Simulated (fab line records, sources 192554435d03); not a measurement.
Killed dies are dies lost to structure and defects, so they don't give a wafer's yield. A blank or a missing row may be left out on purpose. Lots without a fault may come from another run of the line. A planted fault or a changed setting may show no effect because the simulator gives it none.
Split-lot experiment | flow n5_finfet | 7 lots, 21 wafers read, on a route of 1938 steps

THE SPLIT
At N5_BEOL_M0_SAQP_SPACER2_ALD_26 (deposits SiO2, target thk 15 nm, pulse time 1 s, purge time 2 s), the setting target_thk_a was moved away from the recipe's 150 angstrom on 8 of the 21 wafers read, by -10.5% to +11.3%. The other wafers ran this setting at the recipe's value.

FROM THE SPLIT TO THE READING: what the file shows between them, 2 steps
- N5_BEOL_M0_SAQP_SPACER2_ETCHBACK_27: etches SiO2 in CHF3/O2, target depth 22.5 nm, time 11.25 s
- N5_BEOL_M0_SAQP_MANDREL2_REMOVE_110: chemistry HBr/Cl2/O2, target a-Si, stops on SiCN, bt time 10 s

THE READING
cd_nm, in nm, at N5_BEOL_M0_SAQP_CD_MEAS_29 (target cd 14.4 nm). Fault-free wafers of this fab line usually give 15.02 nm, standard deviation 0.24 nm.

wafer  | tool, chamber at the split | target_thk_a as run, angstrom | against the recipe | cd_nm, nm | against lot-mates on the recipe
L074.1 | ald_sin-03, 0,3            | 141.8                         | -5.5%              | 14.10     | -0.45
L074.4 | ald_sin-03, 2              | 150                           | recipe             | 14.55     | -
L074.5 | ald_sin-03, 0,3            | 141.8                         | -5.5%              | 13.69     | -0.86
L081.1 | ald_sin-03, 2,3            | 138.9                         | -7.4%              | 13.94     | -0.92
L081.2 | ald_sin-03, 3              | 150                           | recipe             | 14.86     | -
L081.5 | ald_sin-03, 2,3            | 138.9                         | -7.4%              | 13.83     | -1.03
L080.3 | ald_sin-03, 1,3,2          | 150                           | recipe             | 15.10     | -
L080.5 | ald_sin-03, 1,3,2          | 150                           | recipe             | 15.03     | -
L080.6 | ald_sin-03, 1,3,2          | 150                           | recipe             | 14.85     | -
L083.1 | ald_sin-03, 2              | 141.2                         | -5.9%              | 14.38     | -0.69
L083.2 | ald_sin-03, 3              | 150                           | recipe             | 15.07     | -
L083.6 | ald_sin-03, 0              | 141.2                         | -5.9%              | 14.37     | -0.70
L084.3 | ald_sin-04, 2              | 150                           | recipe             | 15.28     | -
L084.4 | ald_sin-04, 1              | 166.9                         | +11.3%             | 17.09     | +2.03
L084.5 | ald_sin-04, 2              | 150                           | recipe             | 14.85     | -
L090.3 | ald_sin-01, 0,1            | 150                           | recipe             | 14.67     | -
L090.4 | ald_sin-01, 3              | 134.2                         | -10.5%             | 13.13     | -1.46
L090.5 | ald_sin-01, 0,1            | 150                           | recipe             | 14.50     | -
L097.1 | ald_sin-04, 2,3,2          | 150                           | recipe             | 15.01     | -
L097.4 | ald_sin-04, 2,3,2          | 150                           | recipe             | 14.66     | -
L097.6 | ald_sin-04, 2,3,2          | 150                           | recipe             | 15.08     | -
Where a row lists several chambers, the file gives one row for several wafers and doesn't say which wafer went through which chamber.

THE FIT
A straight line over all 21 wafers: cd_nm changes by +0.163 nm for each +1% of target_thk_a; r = +0.95; the points scatter about the line by 0.26 nm.
The same after taking each lot's own level away (the mean of its wafers on the recipe; 21 wafers): +0.148 nm for each +1%; r = +0.97; scatter 0.17 nm.
On that fit, the largest move of target_thk_a shifts the reading by 1.7 nm.
The lots' own levels span 14.550 to 15.070 nm, that is 2.2 times the standard deviation above.
So the lot-to-lot level changes the slope: the two fits differ.
Check: with one of the wafers moved furthest among these (+11.3%) left out of the fit, the line predicts +1.47 nm for it against its lot-mates. It came out at +2.03 nm against them.

OTHER SPLITS ON THESE WAFERS
These wafers also went through other splits before the reading. Each is held against what the fit with the lots' levels taken away leaves over:
other split on the same wafers  | wafers away from the commonest value | r with cd_nm (lot level and that fit taken away)
N5_BEOL_M0_SAQP_PECVD_96 time_s | 7                                    | -0.30

THE WHOLE CHAIN: every reading that the file lists as answering this split, in the file's order
step                                | what it does                                                            | reading                                                                                     | change (the file's fit)               | r (the file's)
N5_BEOL_M0_SAQP_SPACER2_ALD_26      | deposits SiO2, target thk 15 nm, pulse time 1 s, purge time 2 s         | SiO2_of_BEOL_M0_SAQP_SPACER2_ALD_26.thk_nm (the simulator's own value, which no gauge read) | +0.155 nm for each +1% of the setting | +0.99
N5_BEOL_M0_SAQP_MANDREL2_REMOVE_110 | chemistry HBr/Cl2/O2, target a-Si, stops on SiCN, bt time 10 s          | BEOL_M0_SAQP.cd_nm (the simulator's own value, which no gauge read)                         | +0.153 nm for each +1% of the setting | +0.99
N5_BEOL_M0_SAQP_CD_MEAS_29          | target cd 14.4 nm                                                       | cd_nm                                                                                       | +0.148 nm for each +1% of the setting | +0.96
N5_BEOL_M0_CUTY_ETCH_63             | etches SOC in N2/H2, target depth 82.7 nm, overetch 16.5 nm, time 124 s | SiO2_of_BEOL_M0_SAQP_SPACER2_ALD_26.thk_nm (the simulator's own value, which no gauge read) | +0.145 nm for each +1% of the setting | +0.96

THE FILE'S OWN FIT
cd_nm changes by +0.148 nm for each +1% of target_thk_a, r = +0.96.
